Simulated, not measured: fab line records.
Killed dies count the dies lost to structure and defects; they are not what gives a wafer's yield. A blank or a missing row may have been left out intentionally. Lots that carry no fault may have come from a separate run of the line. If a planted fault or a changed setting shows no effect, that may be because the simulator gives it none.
fab line records | flow n5-finfet
[record] lots = 7 | wafers = 21
route steps=1938 shown BEOL_M8@1362 BEOL_M10@1512 BEOL_M11@1562 BEOL_M13@1680
start-h: hours from the record's opening day to when the first of the lot's shown wafers began | wait-h: hours elapsed since this lot's preceding step | " unchanged from the row above | L1.1+2: several wafers, shown together as one row | - no value, or no start was given | * or withheld: withheld | < > ~ a bound
route shown NAME@n: a module of which the file shows steps, and the number in the route of the first | usual: the fault-free wafers' mean and standard deviation | same: alike in all rows | chamber/n: place in a boat | sites: the reading at each site | _std_site: how widely they spread, as a standard deviation | _edge_site: outer sites' mean less inner sites' | radius-mm: how far each site lies from the wafer's centre | mask NAME#n: copy n | behind: the most recent tool/chamber to have shaped the wafer | hold: why the lot went on hold/how many hours it stayed there/how the hold came to an end | device: transistor that didn't switch, given as n, p or np | end of line: the tests these same wafers got at the end of their route | a step without rows: its recipe alone | killed: the dies lost at the first sort to structure and to defects; this is not the yield of the wafer | map: a wafer's dies, marking killed ones x, the rest . and places with no die _
set.NAME: the setting that was run; set.NAME@STEP: the one run at that earlier step | model.NAME: the simulator's own value behind a step, which no gauge read
lots with deliberately changed settings; one table per step, one row per wafer
[[steps]]
[step N5_BEOL_M8_EXPOSE_25]
[recipe] mask-id = V7 | na = 0.33 | source-shape = annular | sigma-inner = 0.4 | sigma-outer = 0.8 | polarization = unpolarized | target-cd-nm = 40 | dose-mj = 42.5
lot.wafer  | tool           | chamber | start-h | wait-h | mask | set.dose-mj
L075.1+6   | euv-scanner-01 | 0       | 219.89  | -      | V7#0 | 43.62
L075.3     | "              | 0       | "       | "      | V7#0 | 42.5
L080.2     | euv-scanner-02 | 0       | 250.11  | -      | V7#0 | 41.53
L080.3+5   | "              | 0       | "       | "      | V7#0 | 42.5
L085.3+5+6 | euv-scanner-02 | 0       | 263.80  | -      | V7#0 | 42.5
L084.1+6   | euv-scanner-01 | 0       | 267.34  | -      | V7#0 | 43.82
L084.5     | "              | 0       | "       | "      | V7#0 | 42.5
L089.2+5   | euv-scanner-02 | 0       | 303.29  | -      | V7#0 | 42.5
L089.6     | "              | 0       | "       | "      | V7#0 | 41.2
L094.1+2   | euv-scanner-02 | 0       | 346.77  | -      | V7#0 | 42.5
L094.4     | "              | 0       | "       | "      | V7#0 | 45.39
L096.1+3   | euv-scanner-01 | 0       | 368.26  | -      | V7#0 | 42.5
L096.6     | "              | 0       | "       | "      | V7#0 | 41.34
[step N5_BEOL_M8_PEB_26]
[recipe] peb-temp-c = 100 | peb-time-s = 60 | resist = CAR-EUV
[step N5_BEOL_M8_DEVELOP_27]
[recipe] develop-time-s = 30 | developer = TMAH | resist = CAR-EUV | rinse-liquid = surfactant-rinse | dry = air-spin | dev-temp-c = 23
lot.wafer  | tool           | chamber | start-h | wait-h | set.spin-rpm@BEOL_M8_COAT_22 | model.CAR-EUV_of_BEOL_M8_COAT_22.thk-nm
L075.1     | litho-track-04 | 0       | -       | -      | 1500                         | 29.6
L075.3+6   | "              | 0       | "       | "      | 1332                         | 31.4
L080.2+5   | litho-track-01 | 0       | -       | -      | 1500                         | 29.4
L080.3     | "              | 0       | "       | "      | 1604                         | 28.4
L085.3+5+6 | litho-track-04 | 0       | -       | -      | 1500                         | 29.6
L084.1+5+6 | litho-track-04 | 0       | -       | -      | 1500                         | 29.4
L089.2     | litho-track-04 | 0       | -       | -      | 1500                         | 29.4
L089.5+6   | "              | 0       | "       | "      | 1348                         | 31
L094.1+4   | litho-track-05 | 0       | -       | -      | 1554                         | 29
L094.2     | "              | 0       | "       | "      | 1500                         | 29.6
L096.1+6   | litho-track-05 | 0       | -       | -      | 1500                         | 29.4
L096.3     | "              | 0       | "       | "      | 1500                         | 29.6
[step N5_BEOL_M8_CD_MEAS_28]
[recipe] target-cd-nm = 40 | landing-energy-ev = 500 | detector = se-inlens
[usual] cd-nm = 39.97/0.24
lot.wafer | tool      | chamber | start-h | wait-h | set.dose-mj@BEOL_M8_EXPOSE_25 | cd-nm
L075.1    | cd-sem-03 | 0       | 220.02  | -      | 43.62                         | 40.95
L075.3    | "         | 0       | "       | "      | 42.5                          | 39.76
L075.6    | "         | 0       | "       | "      | 43.62                         | 40.28
L080.2    | cd-sem-03 | 0       | 250.23  | -      | 41.53                         | 39.38
L080.3    | "         | 0       | "       | "      | 42.5                          | 40.24
L080.5    | "         | 0       | "       | "      | 42.5                          | 39.72
L085.3    | cd-sem-03 | 0       | 263.93  | -      | 42.5                          | 40.11
L085.5    | "         | 0       | "       | "      | 42.5                          | 39.74
L085.6    | "         | 0       | "       | "      | 42.5                          | 39.79
L084.1    | cd-sem-02 | 0       | 267.47  | -      | 43.82                         | 40.37
L084.5    | "         | 0       | "       | "      | 42.5                          | 40.07
L084.6    | "         | 0       | "       | "      | 43.82                         | 40.46
L089.2    | cd-sem-01 | 0       | 303.42  | -      | 42.5                          | 39.83
L089.5    | "         | 0       | "       | "      | 42.5                          | 40.17
L089.6    | "         | 0       | "       | "      | 41.2                          | 39.69
L094.1    | cd-sem-03 | 0       | 346.90  | -      | 42.5                          | 40.05
L094.2    | "         | 0       | "       | "      | 42.5                          | 39.93
L094.4    | "         | 0       | "       | "      | 45.39                         | 41.30
L096.1    | cd-sem-03 | 0       | 368.40  | -      | 42.5                          | 39.84
L096.3    | "         | 0       | "       | "      | 42.5                          | 39.87
L096.6    | "         | 0       | "       | "      | 41.34                         | 39.40
[step N5_BEOL_M8_DESCUM_33]
[recipe] chemistry = O2 | time-s = 7 | source-power-w = 50 | bias-power-w = 20 | pressure-mtorr = 20 | rf-frequency-hz = 2.712e+07 | temp-c = 40 | resist = CAR-EUV | o2-flow-sccm = 225
lot.wafer | tool        | chamber | start-h | wait-h | set.dose-mj@BEOL_M8_EXPOSE_25 | model.BEOL_M8.cd-nm
L075.1    | rie-diel-06 | 0       | 220.15  | 0.0    | 43.62                         | 40.8
L075.3    | "           | 1       | "       | "      | 42.5                          | 40
L075.6    | "           | 1       | "       | "      | 43.62                         | 40.6
L080.2    | rie-diel-04 | 3       | 251.05  | 0.7    | 41.53                         | 39.4
L080.3    | "           | 0       | "       | "      | 42.5                          | 40
L080.5    | "           | 3       | "       | "      | 42.5                          | 39.8
L085.3+6  | rie-diel-05 | 3,2     | 264.39  | 0.4    | 42.5                          | 40
L085.5    | "           | 3       | "       | "      | 42.5                          | 39.8
L084.1+6  | rie-diel-04 | 3,0     | 268.26  | 0.7    | 43.82                         | 40.6
L084.5    | "           | 1       | "       | "      | 42.5                          | 40
L089.2+5  | rie-diel-06 | 1,3     | 303.66  | 0.2    | 42.5                          | 40.2
L089.6    | "           | 2       | "       | "      | 41.2                          | 39.6
L094.1    | rie-diel-05 | 3       | 347.27  | 0.3    | 42.5                          | 40
L094.2    | "           | 1       | "       | "      | 42.5                          | 40.2
L094.4    | "           | 2       | "       | "      | 45.39                         | 41.6
L096.1    | rie-diel-06 | 0       | 368.66  | 0.2    | 42.5                          | 40
L096.3    | "           | 2       | "       | "      | 42.5                          | 39.8
L096.6    | "           | 3       | "       | "      | 41.34                         | 39.6
[step N5_BEOL_M8_ETCH_72]
[recipe] chemistry = N2/H2 | target = underlayer | target-depth-a = 65 | mask-material = CAR-EUV | time-s = 5.2 | ion-energy-ev = 200 | pressure-mtorr = 30 | source-w = 840 | bias-w = 150 | n2-flow-sccm = 200 | h2-flow-sccm = 200 | ends = cleared
lot.wafer | tool        | chamber | start-h | wait-h | set.dose-mj@BEOL_M8_EXPOSE_25 | model.BEOL_M8.cd-nm
L075.1    | rie-diel-06 | 0       | 220.18  | 0.0    | 43.62                         | 40.8
L075.3    | "           | 1       | "       | "      | 42.5                          | 40
L075.6    | "           | 1       | "       | "      | 43.62                         | 40.6
L080.2    | rie-diel-04 | 3       | 251.09  | 0.0    | 41.53                         | 39.4
L080.3    | "           | 0       | "       | "      | 42.5                          | 40
L080.5    | "           | 3       | "       | "      | 42.5                          | 39.6
L085.3    | rie-diel-05 | 3       | 264.42  | 0.0    | 42.5                          | 40
L085.5+6  | "           | 3,2     | "       | "      | 42.5                          | 39.8
L084.1    | rie-diel-04 | 3       | 268.29  | 0.0    | 43.82                         | 40.4
L084.5    | "           | 1       | "       | "      | 42.5                          | 40
L084.6    | "           | 0       | "       | "      | 43.82                         | 40.6
L089.2    | rie-diel-06 | 1       | 303.69  | 0.0    | 42.5                          | 40.2
L089.5    | "           | 3       | "       | "      | 42.5                          | 40.4
L089.6    | "           | 2       | "       | "      | 41.2                          | 39.6
L094.1    | rie-diel-05 | 3       | 347.31  | 0.0    | 42.5                          | 40
L094.2    | "           | 1       | "       | "      | 42.5                          | 40.2
L094.4    | "           | 2       | "       | "      | 45.39                         | 41.6
L096.1    | rie-diel-06 | 0       | 368.70  | 0.0    | 42.5                          | 40
L096.3    | "           | 2       | "       | "      | 42.5                          | 39.8
L096.6    | "           | 3       | "       | "      | 41.34                         | 39.8
[step N5_BEOL_M8_ETCH_65]
[recipe] chemistry = CF4 | target = SiARC | target-depth-a = 156 | mask-material = CAR-EUV | time-s = 26 | ion-energy-ev = 80 | pressure-mtorr = 40 | source-w = 545 | bias-w = 36 | Ar_flow_sccm = 100 | cf4-flow-sccm = 100 | ends = cleared
[step N5_BEOL_M8_ETCH_66]
[recipe] chemistry = N2/H2 | target = SOC | target-depth-a = 800 | overetch-a = 160 | mask-material = SiARC | temp-c = 40 | time-s = 120 | ion-energy-ev = 200 | pressure-mtorr = 30 | source-w = 840 | bias-w = 150 | n2-flow-sccm = 200 | h2-flow-sccm = 200
lot.wafer | tool        | chamber | start-h | wait-h | set.dose-mj@BEOL_M8_EXPOSE_25 | model.BEOL_M8.cd-nm
L075.1    | rie-diel-06 | 0       | 220.23  | 0.0    | 43.62                         | 40.6
L075.3    | "           | 1       | "       | "      | 42.5                          | 39.8
L075.6    | "           | 1       | "       | "      | 43.62                         | 40.4
L080.2    | rie-diel-04 | 3       | 251.13  | 0.0    | 41.53                         | 39.6
L080.3+5  | "           | 0,3     | "       | "      | 42.5                          | 40
L085.3+6  | rie-diel-05 | 3,2     | 264.47  | 0.0    | 42.5                          | 40
L085.5    | "           | 3       | "       | "      | 42.5                          | 39.8
L084.1    | rie-diel-04 | 3       | 268.34  | 0.0    | 43.82                         | 40.8
L084.5    | "           | 1       | "       | "      | 42.5                          | 40
L084.6    | "           | 0       | "       | "      | 43.82                         | 40.6
L089.2    | rie-diel-06 | 1       | 303.74  | 0.0    | 42.5                          | 40.2
L089.5    | "           | 3       | "       | "      | 42.5                          | 40.4
L089.6    | "           | 2       | "       | "      | 41.2                          | 39.4
L094.1+2  | rie-diel-05 | 3,1     | 347.35  | 0.0    | 42.5                          | 40
L094.4    | "           | 2       | "       | "      | 45.39                         | 41.8
L096.1    | rie-diel-06 | 0       | 368.74  | 0.0    | 42.5                          | 39.8
L096.3    | "           | 2       | "       | "      | 42.5                          | 39.4
L096.6    | "           | 3       | "       | "      | 41.34                         | 39.6
[step N5_BEOL_M8_STRIP_69]
[recipe] chemistry = N2/H2 | temp-c = 40 | n2-flow-sccm = 200 | h2-flow-sccm = 200 | rf-frequency-hz = 6e+07
[step N5_BEOL_M8_STRIP_73]
[recipe] chemistry = N2/H2 | temp-c = 40 | n2-flow-sccm = 200 | h2-flow-sccm = 200 | rf-frequency-hz = 6e+07
[step N5_BEOL_M8_VIA_ETCH_34]
[recipe] chemistry = C4F6/O2 | target = SiCOH_lowk | target-depth-a = 1255 | mask-material = SOC | taper-deg = 4 | time-s = 50.5 | ion-energy-ev = 250 | pressure-mtorr = 30 | source-w = 345 | bias-w = 185 | Ar_flow_sccm = 300 | C4F6_flow_sccm = 10 | O2_flow_sccm = 10
lot.wafer | tool        | chamber | start-h | wait-h | set.dose-mj@BEOL_M8_EXPOSE_25 | model.BEOL_M8.cd-nm
L075.1    | rie-diel-06 | 0       | 220.33  | 0.0    | 43.62                         | 40.6
L075.3    | "           | 1       | "       | "      | 42.5                          | 39.8
L075.6    | "           | 1       | "       | "      | 43.62                         | 40.4
L080.2    | rie-diel-04 | 3       | 251.23  | 0.0    | 41.53                         | 39.8
L080.3    | "           | 0       | "       | "      | 42.5                          | 39.8
L080.5    | "           | 3       | "       | "      | 42.5                          | 40
L085.3    | rie-diel-05 | 3       | 264.57  | 0.0    | 42.5                          | 40.2
L085.5    | "           | 3       | "       | "      | 42.5                          | 39.8
L085.6    | "           | 2       | "       | "      | 42.5                          | 40
L084.1    | rie-diel-04 | 3       | 268.44  | 0.0    | 43.82                         | 40.8
L084.5    | "           | 1       | "       | "      | 42.5                          | 39.8
L084.6    | "           | 0       | "       | "      | 43.82                         | 40.6
L089.2    | rie-diel-06 | 1       | 303.84  | 0.0    | 42.5                          | 40.2
L089.5    | "           | 3       | "       | "      | 42.5                          | 40.4
L089.6    | "           | 2       | "       | "      | 41.2                          | 39.4
L094.1    | rie-diel-05 | 3       | 347.45  | 0.0    | 42.5                          | 40
L094.2    | "           | 1       | "       | "      | 42.5                          | 40.2
L094.4    | "           | 2       | "       | "      | 45.39                         | 42
L096.1    | rie-diel-06 | 0       | 368.84  | 0.0    | 42.5                          | 40
L096.3    | "           | 2       | "       | "      | 42.5                          | 39.4
L096.6    | "           | 3       | "       | "      | 41.34                         | 39.6
[step N5_BEOL_M10_TRENCH_ETCH_37]
[recipe] chemistry = C4F6/O2 | target-depth-a = 1488.3 | target = SiCOH_lowk | time-s = 48 | ion-energy-ev = 250 | pressure-mtorr = 30 | source-w = 345 | bias-w = 185 | Ar_flow_sccm = 300 | C4F6_flow_sccm = 10 | O2_flow_sccm = 10
[usual] rf-vpp-V = 670/17
lot.wafer | tool        | chamber | start-h | wait-h | set.bias-w | rf-vpp-V
L075.1    | rie-diel-06 | 2       | -       | -      | 168        | 628
L075.3    | "           | 3       | "       | "      | 185        | 659
L075.6    | "           | 3       | "       | "      | 168        | 610
L080.2    | rie-diel-06 | 2       | -       | -      | 200.8      | 725
L080.3    | "           | 1       | "       | "      | 185        | 688
L080.5    | "           | 0       | "       | "      | 200.8      | 686
L084.1    | rie-diel-06 | 3       | -       | -      | 185        | 656
L084.5    | "           | 2       | "       | "      | 185        | 678
L084.6    | "           | 3       | "       | "      | 214.6      | 740
L085.3    | rie-diel-06 | 2       | -       | -      | 185        | 678
L085.5    | "           | 2       | "       | "      | 185        | 678
L085.6    | "           | 1       | "       | "      | 185        | 690
L089.2    | rie-diel-05 | 0       | -       | -      | 185        | 655
L089.5    | "           | 3       | "       | "      | 157.9      | 588
L089.6    | "           | 0       | "       | "      | 157.9      | 578
L094.1    | rie-diel-04 | 2       | -       | -      | 185        | 680
L094.2    | "           | 0       | "       | "      | 185        | 696
L094.4    | "           | 0       | "       | "      | 185        | 695
L096.1    | rie-diel-06 | 0       | -       | -      | 185        | 643
L096.3    | "           | 2       | "       | "      | 159.2      | 601
L096.6    | "           | 1       | "       | "      | 185        | 689
[step N5_BEOL_M11_COAT_22]
[recipe] resist = CAR-ArF | spin-rpm = 1500 | resist-thk-nm = 90
lot.wafer  | tool           | chamber | start-h | wait-h | set.spin-rpm | model.CAR-ArF_of_BEOL_M11_COAT_22.thk-nm
L075.1     | litho-track-03 | 0       | -       | -      | 1500         | 90
L075.3     | "              | 0       | "       | "      | 1644         | 86.2
L075.6     | "              | 0       | "       | "      | 1644         | 85.8
L080.2+3   | litho-track-03 | 0       | -       | -      | 1609         | 86.6
L080.5     | "              | 0       | "       | "      | 1500         | 89.8
L084.1+6   | litho-track-05 | 0       | -       | -      | 1500         | 90.4
L084.5     | "              | 0       | "       | "      | 1500         | 90.2
L085.3     | litho-track-04 | 0       | -       | -      | 1500         | 89.6
L085.5     | "              | 0       | "       | "      | 1500         | 89.8
L085.6     | "              | 0       | "       | "      | 1500         | 89.4
L089.2     | litho-track-05 | 0       | -       | -      | 1500         | 90
L089.5     | "              | 0       | "       | "      | 1500         | 90.2
L089.6     | "              | 0       | "       | "      | 1500         | 90.4
L094.1+2+4 | litho-track-04 | 0       | -       | -      | 1500         | 90
L096.1     | litho-track-05 | 0       | -       | -      | 1551         | 88.8
L096.3     | "              | 0       | "       | "      | 1551         | 88.6
L096.6     | "              | 0       | "       | "      | 1500         | 90.6
[step N5_BEOL_M11_PEB_26]
[recipe] peb-temp-c = withheld | peb-time-s = 60 | resist = CAR-ArF
lot.wafer  | tool           | chamber | start-h | wait-h | set.peb-time-s
L075.1+6   | litho-track-04 | 0       | 248.89  | 0.1    | 60
L075.3     | "              | 0       | "       | "      | 53.88
L080.2+3   | litho-track-05 | 0       | 273.85  | 0.1    | 60
L080.5     | "              | 0       | "       | "      | 49.17
L084.1+5+6 | litho-track-03 | 0       | 296.66  | 0.1    | 60
L085.3+5+6 | litho-track-05 | 0       | 299.71  | 0.0    | 60
L089.2+5   | litho-track-04 | 0       | 327.45  | 0.1    | 50.66
L089.6     | "              | 0       | "       | "      | 60
L094.1     | litho-track-03 | 0       | 374.86  | 0.1    | 60
L094.2+4   | "              | 0       | "       | "      | 47.77
L096.1+3   | litho-track-04 | 0       | 398.32  | 0.1    | 60
L096.6     | "              | 0       | "       | "      | 55.23
[step N5_BEOL_M11_DEVELOP_27]
[recipe] develop-time-s = 30 | developer = TMAH | resist = CAR-ArF | rinse-liquid = diw | dry = air-spin | dev-temp-c = 23
lot.wafer  | tool           | chamber | start-h | wait-h | set.spin-rpm@BEOL_M11_COAT_22 | model.CAR-ArF_of_BEOL_M11_COAT_22.thk-nm
L075.1     | litho-track-04 | 0       | -       | -      | 1500                          | 88.2
L075.3     | "              | 0       | "       | "      | 1644                          | 84.4
L075.6     | "              | 0       | "       | "      | 1644                          | 84.2
L080.2     | litho-track-05 | 0       | -       | -      | 1609                          | 84.8
L080.3     | "              | 0       | "       | "      | 1609                          | 85
L080.5     | "              | 0       | "       | "      | 1500                          | 88
L084.1+6   | litho-track-03 | 0       | -       | -      | 1500                          | 88.8
L084.5     | "              | 0       | "       | "      | 1500                          | 88.6
L085.3+5   | litho-track-05 | 0       | -       | -      | 1500                          | 88
L085.6     | "              | 0       | "       | "      | 1500                          | 87.8
L089.2     | litho-track-04 | 0       | -       | -      | 1500                          | 88.2
L089.5+6   | "              | 0       | "       | "      | 1500                          | 88.6
L094.1+2+4 | litho-track-03 | 0       | -       | -      | 1500                          | 88.2
L096.1     | litho-track-04 | 0       | -       | -      | 1551                          | 87.2
L096.3     | "              | 0       | "       | "      | 1551                          | 87
L096.6     | "              | 0       | "       | "      | 1500                          | 88.8
[step N5_BEOL_M11_CD_MEAS_28]
[recipe] target-cd-nm = 70 | landing-energy-ev = 500 | detector = se-inlens | polarity = opening
[usual] cd-nm = 69.7/0.8
lot.wafer | tool      | chamber | start-h | wait-h | set.peb-time-s@BEOL_M11_PEB_26 | cd-nm
L075.1    | cd-sem-02 | 0       | 248.95  | -      | 60                             | 68.1
L075.3    | "         | 0       | "       | "      | 53.88                          | 64.2
L075.6    | "         | 0       | "       | "      | 60                             | 68.1
L080.2    | cd-sem-02 | 0       | 273.91  | -      | 60                             | 70.6
L080.3    | "         | 0       | "       | "      | 60                             | 70.2
L080.5    | "         | 0       | "       | "      | 49.17                          | 60.8
L084.1    | cd-sem-01 | 0       | 296.73  | -      | 60                             | 70.3
L084.5    | "         | 0       | "       | "      | 60                             | 69.7
L084.6    | "         | 0       | "       | "      | 60                             | 69.4
L085.3    | cd-sem-03 | 0       | 299.77  | -      | 60                             | 69.9
L085.5    | "         | 0       | "       | "      | 60                             | 69.7
L085.6    | "         | 0       | "       | "      | 60                             | 69.4
L089.2    | cd-sem-01 | 0       | 327.52  | -      | 50.66                          | 60.0
L089.5    | "         | 0       | "       | "      | 50.66                          | 60.5
L089.6    | "         | 0       | "       | "      | 60                             | 69.3
L094.1    | cd-sem-02 | 0       | 374.93  | -      | 60                             | 70.3
L094.2    | "         | 0       | "       | "      | 47.77                          | 57.7
L094.4    | "         | 0       | "       | "      | 47.77                          | 60.1
L096.1    | cd-sem-03 | 0       | 398.39  | -      | 60                             | 68.7
L096.3    | "         | 0       | "       | "      | 60                             | 68.9
L096.6    | "         | 0       | "       | "      | 55.23                          | 64.3
[step N5_BEOL_M11_DESCUM_33]
[recipe] chemistry = O2 | time-s = 7.9 | source-power-w = 50 | bias-power-w = 20 | pressure-mtorr = 20 | rf-frequency-hz = 2.712e+07 | temp-c = 40 | resist = CAR-ArF | o2-flow-sccm = 225
[step N5_BEOL_M11_ETCH_65]
[recipe] chemistry = CF4 | target = SiARC | target-depth-a = 390 | mask-material = CAR-ArF | time-s = 65 | ion-energy-ev = 80 | pressure-mtorr = 40 | source-w = 545 | bias-w = 36 | Ar_flow_sccm = 100 | cf4-flow-sccm = 100 | ends = cleared
lot.wafer  | tool        | chamber | start-h | wait-h | set.spin-rpm@BEOL_M11_COAT_22 | model.CAR-ArF_of_BEOL_M11_COAT_22.thk-nm
L075.1     | rie-diel-02 | 1       | 249.08  | 0.0    | 1500                          | 55.6
L075.3     | "           | 3       | "       | "      | 1644                          | 51.6
L075.6     | "           | 2       | "       | "      | 1644                          | 51.4
L080.2     | rie-diel-03 | 0       | 274.60  | 0.0    | 1609                          | 52
L080.3     | "           | 1       | "       | "      | 1609                          | 52.2
L080.5     | "           | 2       | "       | "      | 1500                          | 55.4
L084.1+5+6 | rie-diel-02 | 3,2,3   | 296.86  | 0.0    | 1500                          | 56
L085.3+5   | rie-diel-02 | 2       | 299.89  | 0.0    | 1500                          | 55.4
L085.6     | "           | 3       | "       | "      | 1500                          | 55.2
L089.2     | rie-diel-03 | 0       | 327.64  | 0.0    | 1500                          | 55.6
L089.5     | "           | 0       | "       | "      | 1500                          | 56
L089.6     | "           | 1       | "       | "      | 1500                          | 56.2
L094.1+2+4 | rie-diel-03 | 0,2,1   | 375.07  | 0.0    | 1500                          | 55.4
L096.1     | rie-diel-03 | 0       | 398.80  | 0.0    | 1551                          | 54.4
L096.3     | "           | 3       | "       | "      | 1551                          | 54.2
L096.6     | "           | 0       | "       | "      | 1500                          | 56.2
[step N5_BEOL_M13_COAT_65]
[recipe] resist = SOC | temp-c = 250 | time-s = 60 | spin-rpm = 1500 | resist-thk-nm = 350
lot.wafer | tool           | chamber | start-h | wait-h | set.spin-rpm | model.SOC_of_BEOL_M13_COAT_65.thk-nm
L075.1    | litho-track-04 | 0       | 258.95  | 0.0    | 1588         | 341.2
L075.3    | "              | 0       | "       | "      | 1500         | 351.6
L075.6    | "              | 0       | "       | "      | 1500         | 350.8
L080.2    | litho-track-05 | 0       | 287.72  | 0.0    | 1500         | 349.4
L080.3    | "              | 0       | "       | "      | 1638         | 335.8
L080.5    | "              | 0       | "       | "      | 1500         | 350.8
L084.1    | litho-track-05 | 0       | 306.83  | 0.0    | 1416         | 358.2
L084.5    | "              | 0       | "       | "      | 1500         | 348.6
L084.6    | "              | 0       | "       | "      | 1500         | 349.6
L085.3    | litho-track-01 | 0       | 312.51  | 0.0    | 1500         | 350.2
L085.5    | "              | 0       | "       | "      | 1500         | 350
L085.6    | "              | 0       | "       | "      | 1500         | 349.8
L089.2    | litho-track-04 | 0       | 340.47  | 0.0    | 1660         | 333.6
L089.5    | "              | 0       | "       | "      | 1500         | 350.4
L089.6    | "              | 0       | "       | "      | 1660         | 333
L094.1    | litho-track-05 | 0       | 386.25  | 0.0    | 1456         | 355.6
L094.2    | "              | 0       | "       | "      | 1500         | 348
L094.4    | "              | 0       | "       | "      | 1456         | 354.4
L096.1    | litho-track-01 | 0       | 411.14  | 0.0    | 1613         | 338.8
L096.3    | "              | 0       | "       | "      | 1500         | 351.2
L096.6    | "              | 0       | "       | "      | 1500         | 350.2
[step N5_BEOL_M13_COAT_22]
[recipe] spin-rpm = 2888 | resist-thk-nm = 300
lot.wafer | tool           | chamber | start-h | wait-h | set.spin-rpm | model.coat_of_BEOL_M13_COAT_22.thk-nm
L075.1    | litho-track-04 | 0       | -       | -      | 2888         | 298.8
L075.3    | "              | 0       | "       | "      | 2888         | 299.2
L075.6    | "              | 0       | "       | "      | 3188         | 285.6
L080.2    | litho-track-05 | 0       | -       | -      | 2888         | 299.6
L080.3    | "              | 0       | "       | "      | 3211         | 284.6
L080.5    | "              | 0       | "       | "      | 2888         | 300.6
L084.1    | litho-track-05 | 0       | -       | -      | 2888         | 298.4
L084.5    | "              | 0       | "       | "      | 2888         | 299.6
L084.6    | "              | 0       | "       | "      | 2888         | 298.8
L085.3+5  | litho-track-01 | 0       | -       | -      | 2888         | 300.6
L085.6    | "              | 0       | "       | "      | 2888         | 300.8
L089.2    | litho-track-04 | 0       | -       | -      | 2714         | 309.4
L089.5    | "              | 0       | "       | "      | 2888         | 298.2
L089.6    | "              | 0       | "       | "      | 2714         | 308.6
L094.1    | litho-track-05 | 0       | -       | -      | 2888         | 299.8
L094.2    | "              | 0       | "       | "      | 2888         | 299.4
L094.4    | "              | 0       | "       | "      | 3065         | 290.6
L096.1+3  | litho-track-01 | 0       | -       | -      | 2888         | 300.4
L096.6    | "              | 0       | "       | "      | 2985         | 295.6
[[key]]
[split] step = N5_BEOL_M8_EXPOSE_25 | setting = dose-mj | stated = 42.5 | by = wafer
[response] step = N5_BEOL_M8_CD_MEAS_28 | reading = cd-nm | change = +0.186 | per = 1% | r = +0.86
[response] step = N5_BEOL_M8_DESCUM_33 | reading = model.BEOL_M8.cd-nm | change = +0.209 | per = 1% | r = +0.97
[response] step = N5_BEOL_M8_ETCH_72 | reading = model.BEOL_M8.cd-nm | change = +0.199 | per = 1% | r = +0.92
[response] step = N5_BEOL_M8_ETCH_66 | reading = model.BEOL_M8.cd-nm | change = +0.235 | per = 1% | r = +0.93
[response] step = N5_BEOL_M8_VIA_ETCH_34 | reading = model.BEOL_M8.cd-nm | change = +0.245 | per = 1% | r = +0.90
[split] step = N5_BEOL_M10_TRENCH_ETCH_37 | setting = bias-w | stated = 185 | by = wafer
[response] step = N5_BEOL_M10_TRENCH_ETCH_37 | reading = rf-vpp-V | change = +4.44 | per = 1% | r = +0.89
[split] step = N5_BEOL_M11_COAT_22 | setting = spin-rpm | stated = 1500 | by = wafer
[response] step = N5_BEOL_M11_COAT_22 | reading = model.CAR-ArF_of_BEOL_M11_COAT_22.thk-nm | change = -0.435 | per = 1% | r = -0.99
[response] step = N5_BEOL_M11_DEVELOP_27 | reading = model.CAR-ArF_of_BEOL_M11_COAT_22.thk-nm | change = -0.42 | per = 1% | r = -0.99
[response] step = N5_BEOL_M11_ETCH_65 | reading = model.CAR-ArF_of_BEOL_M11_COAT_22.thk-nm | change = -0.446 | per = 1% | r = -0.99
[split] step = N5_BEOL_M11_PEB_26 | setting = peb-time-s | stated = 60 | by = wafer
[response] step = N5_BEOL_M11_CD_MEAS_28 | reading = cd-nm | change = +0.541 | per = 1% | r = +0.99
[split] step = N5_BEOL_M13_COAT_65 | setting = spin-rpm | stated = 1500 | by = wafer
[response] step = N5_BEOL_M13_COAT_65 | reading = model.SOC_of_BEOL_M13_COAT_65.thk-nm | change = -1.62 | per = 1% | r = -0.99
[split] step = N5_BEOL_M13_COAT_22 | setting = spin-rpm | stated = 2888 | by = wafer
[response] step = N5_BEOL_M13_COAT_22 | reading = model.coat_of_BEOL_M13_COAT_22.thk-nm | change = -1.41 | per = 1% | r = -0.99
split outside-this-file step=N5_BEOL_M8_COAT_22 setting=spin-rpm
// split outside-this-file: this setting was split too, and the file shows its column; the key of that split is in another file
